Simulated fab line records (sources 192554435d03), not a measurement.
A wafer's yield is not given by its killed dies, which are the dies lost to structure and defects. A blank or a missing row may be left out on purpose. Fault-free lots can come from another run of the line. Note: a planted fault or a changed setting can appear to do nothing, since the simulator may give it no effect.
Split-lot study	flow n5-finfet	on a route of 1938 steps: 7 lots, 21 wafers read

THE SPLIT
At N5_ZERO_LAYER_PECVD_02 (deposits SiO2 from SiH4/N2O, target thk 10 nm, time 6 s), the setting time-s was moved away from the recipe's 6 s on 6 of the 21 wafers read, by -12.0% to +14.7%. All remaining wafers had this setting at the recipe value.

The split's own step is where the reading is taken.

THE READING
SiO2_of_ZERO_LAYER_PECVD_02.thk-nm (the simulator's own value, which no gauge read), in nm, at N5_ZERO_LAYER_PECVD_02 (deposits SiO2 from SiH4/N2O, target thk 10 nm, time 6 s). The file does not state a usual value for it. Average 10.010 nm, standard deviation 0.12 nm, over the 15 wafers here run with the recipe.

wafer	tool, chamber at the split	time-s as run, s	against the recipe	SiO2_of_ZERO_LAYER_PECVD_02.thk-nm, nm	against lot-mates on the recipe
L080.2	pecvd-02, 1	5.28	-12.0%	8.671	-1.327
L080.3	pecvd-02, 0	6	recipe	9.998	-
L080.4	pecvd-02, 1	5.28	-12.0%	8.903	-1.095
L084.1	pecvd-01, 0	6	recipe	9.976	-
L084.3	pecvd-01, 1	6.618	+10.3%	11.06	+1.091
L084.4	pecvd-01, 1	6	recipe	9.963	-
L091.2	pecvd-02, 0	6	recipe	10.11	-
L091.4	pecvd-02, 2	6	recipe	10.18	-
L091.6	pecvd-02, 0	6	recipe	10.14	-
L093.1	pecvd-02, 0	6.617	+10.3%	10.87	+0.720
L093.3	pecvd-02, 1	6	recipe	10.15	-
L093.5	pecvd-02, 2	6.617	+10.3%	11.34	+1.190
L095.1	pecvd-02, 0	6	recipe	9.941	-
L095.3	pecvd-02, 2	6	recipe	10.04	-
L095.6	pecvd-02, 2	6	recipe	10.15	-
L096.1	pecvd-01, 0	6	recipe	9.773	-
L096.2	pecvd-01, 1	6	recipe	9.8	-
L096.4	pecvd-01, 2	6.883	+14.7%	11.43	+1.643
L097.1	pecvd-04, 2	6	recipe	9.968	-
L097.2	pecvd-04, 1	6	recipe	9.879	-
L097.3	pecvd-04, 0	6	recipe	10.08	-

FIT RESULTS
A straight line over all 21 wafers: SiO2_of_ZERO_LAYER_PECVD_02.thk-nm changes by +0.102 nm for each +1% of time-s; r = +0.98; the points scatter about the line by 0.14 nm.
The same after taking each lot's own level away (the mean of its wafers on the recipe; 21 wafers): +0.102 nm for each +1%; r = +0.99; scatter 0.11 nm.
According to that fit, moving time-s by its largest amount changes the reading by 1.5 nm.
The lots' own levels span 9.7865 to 10.1500 nm, that is 2.9 times the standard deviation above.
Consequently the slope shifts little with the lot-to-lot level, the two slopes agreeing.
Check: for one of the wafers moved furthest among these (+14.7%), held out of the fit, the line's prediction against its lot-mates is +1.45 nm. Against them it came out at +1.64 nm.

FILE'S OWN FIT
SiO2_of_ZERO_LAYER_PECVD_02.thk-nm changes by +0.104 nm for each +1% of time-s, r = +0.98.
